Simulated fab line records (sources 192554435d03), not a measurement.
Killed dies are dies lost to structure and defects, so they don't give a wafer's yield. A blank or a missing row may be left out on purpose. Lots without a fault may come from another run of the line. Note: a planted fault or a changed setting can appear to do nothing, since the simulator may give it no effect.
Matching of chambers -- flow n5_finfet -- N5_MOL_CONTACT_COAG_ALD_133 on ald_sin-01 has 4 sister chambers
The step deposits SiO2, target thk 5 nm, pulse time 1 s, co reactant pulse time 1 s. 14 wafers are shown with their chamber, then 7 later ones without.

WAFERS WITH THEIR CHAMBER
wafer,chamber,heater_power_w (W),chamber_pressure_Torr (Torr),precursor_pulse_height_rel
L075.1,0,82,2.007,0.973
L075.2,2,88,1.998,0.981
L075.4,3,80,2.003,1.022
L078.1,2,84,1.997,1.008
L078.4,0,81,1.999,0.995
L078.6,0,82,2.000,1.017
L083.1,1,72,2.001,1.011
L083.2,2,87,1.998,0.998
L083.6,0,80,1.995,1.015
L088.1,0,83,2.004,1.000
L088.2,2,89,1.997,1.017
L088.3,1,72,2.006,1.003
L089.1,1,72,2.006,1.022
L089.4,2,86,1.999,1.022

SIGNATURES (averages over the wafers above)
reading,chamber 0,chamber 1,chamber 2,chamber 3,scatter within a chamber
heater_power_w,81.60,72.00,86.80,80.00,1.41
chamber_pressure_Torr,2.00100,2.00433,1.99780,2.00300,0.00325
precursor_pulse_height_rel,1.00000,1.01200,1.00520,1.02200,0.0159
Rule: a wafer's distance from a chamber is the root of the sum, over the readings, of the square of ((its reading less the chamber's mean) divided by the reading's scatter). The wafer belongs to the nearest chamber; if the next one is less than 2 further off, it can't be placed. How the scatter is found: for the shown wafers, subtract from each reading the mean of its chamber, square and add these, divide the total by (wafers less chambers), then take the root.

WAFERS WITH NO CHAMBER GIVEN
wafer,heater_power_w (W),chamber_pressure_Torr (Torr),precursor_pulse_height_rel
L089.6,72,1.997,1.004
L092.1,88,2.007,0.986
L092.3,82,2.003,0.996
L092.6,81,2.000,0.996
L094.1,80,1.998,1.011
L094.2,88,2.007,1.003
L094.3,73,1.994,0.988

CHAMBER TAKEN BY EACH
wafer,from the rows above,in truth
L089.6,1,1
L092.1,can't be placed: 2 or 0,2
L092.3,can't be placed: 0 or 3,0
L092.6,can't be placed: 0 or 3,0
L094.1,can't be placed: 0 or 3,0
L094.2,can't be placed: 2 or 0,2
L094.3,1,1
Correctly placed: 2 of 7. From these rows, 5 cannot be placed; in 5 the true chamber is one of the candidates. Wrongly placed: 0.
